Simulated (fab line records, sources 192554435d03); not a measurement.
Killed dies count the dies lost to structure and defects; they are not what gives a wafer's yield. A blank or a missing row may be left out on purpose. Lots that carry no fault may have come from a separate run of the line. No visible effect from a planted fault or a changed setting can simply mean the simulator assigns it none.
8D (eight disciplines) problem report, filled in by code :: flow n5Finfet :: the parts of the form that need people (team, actions taken, sign-off) are left out

1. WHAT IS WRONG
At N5_PASSIVATION_PROBE_49, killed_at_M4_up averages 117 over 5 wafers from 2 lots, while fault-free wafers read 14, standard deviation 5.3. Relative to the usual mean, that is a shift of +20 standard deviations.
The first sign was on wafer L341.3 at day 15 14:33, on prober-02. Wafers with a number at this step in the record: 5, from 2 lots. Rule for "out" (also "out of limits"): further than 4 standard deviations from the usual mean. All remaining wafers that have a number are taken as sound.

2. WHAT IT IS, WHAT IT ISN'T
question: which readings at this step
is: killed_at_M4_up
is not: killed_at_M0_to_M3, killedAtContacts, killedAtFrontEnd, killedOpen

question: which lots
is: L341, L342
is not: -

question: which wafers of those lots
is: all that have a number
is not: -

question: read on which tools
is: prober-01, prober-02
is not: -

question: when
is: from day 15 14:33
is not: up to then (0 sound wafers)

3. SUSPECTS, AND WHAT RULES EACH OUT
Counting: any tool at a process step up to the reading is kept as a suspect provided that every lot that is out went through it and no sound lot did after the first of them.
- cvdCo-01 at N5_BEOL_M5_CVD_47 (deposits Co from CCTBA/H2, target thk 3 nm, time 216 s): kept. It ran every lot that is out, first L341 (day 11 09:04), and no sound lot after that.
- rieDiel-01 at N5_MIM_BOT_LITHO_DESCUM_10 (chemistry O2, time 7.9 s): kept. It ran every lot that is out, first L341 (day 15 05:56), and no sound lot after that.
- rieDiel-01 at N5_MIM_BOT_ETCH_ETCH_04 (etches SiNx in CF4/O2, target depth 26 nm, time 13 s): kept. It ran every lot that is out, first L341 (day 15 05:59), and no sound lot after that.
The count leaves cvdCo-01 at N5_BEOL_M5_CVD_47, rieDiel-01 at N5_MIM_BOT_LITHO_DESCUM_10, and rieDiel-01 at N5_MIM_BOT_ETCH_ETCH_04.

4. THE CAUSE (what the simulator had put in)
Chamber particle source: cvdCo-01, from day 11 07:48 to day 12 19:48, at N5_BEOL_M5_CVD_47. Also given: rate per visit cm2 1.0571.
After counting, 3 suspects remain, this tool included.

5. SEQUENCE OF EFFECTS, ordered by route
Rows list readings where the struck wafers' mean (over those with a number) sits beyond 3 standard deviations from the usual. Only readings for which the record gives a usual standard deviation are gone through. hours: the time from each lot's start at the first step in this table that gives one to its start at this step, as a median over the lots. sigmas: the change in usual standard deviations.
hours: 0
step: N5_PASSIVATION_PROBE_49
reading: defectLimitedYield
usual: 91.5 %
on struck wafers: 84.3
change: -7.2
sigmas: -5.6

hours: 0
step: N5_PASSIVATION_PROBE_49
reading: killed_at_M4_up
usual: 14
on struck wafers: 117
change: +103
sigmas: +20

hours: 0
step: N5_PASSIVATION_PROBE_49
reading: killedDies
usual: 101
on struck wafers: 185
change: +84
sigmas: +5.3

hours: 0
step: N5_PASSIVATION_PROBE_49
reading: sort_bin_5_function
usual: 5.0 %
on struck wafers: 9.7
change: +4.7
sigmas: +5.4

hours: 0
step: N5_PASSIVATION_PROBE_49
reading: sortNPass
usual: 1079
on struck wafers: 995
change: -84
sigmas: -5.3

hours: 0
step: N5_PASSIVATION_PROBE_49
reading: sortYieldPct
usual: 91.5 %
on struck wafers: 84.3
change: -7.2
sigmas: -5.6
Process steps it contains:
- N5_PASSIVATION_PROBE_49

6. HOW IT WOULD HAVE BEEN CAUGHT EARLIER
103 hours passed between the start of the fault at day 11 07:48 and the first reading out of limits in this record, taken at day 15 14:33.
Each of the lots that are out, 2 in all, had begun N5_BEOL_M5_CVD_47 on cvdCo-01 no later than day 15 14:33. A hold on the tool at that time would have spared none of them.
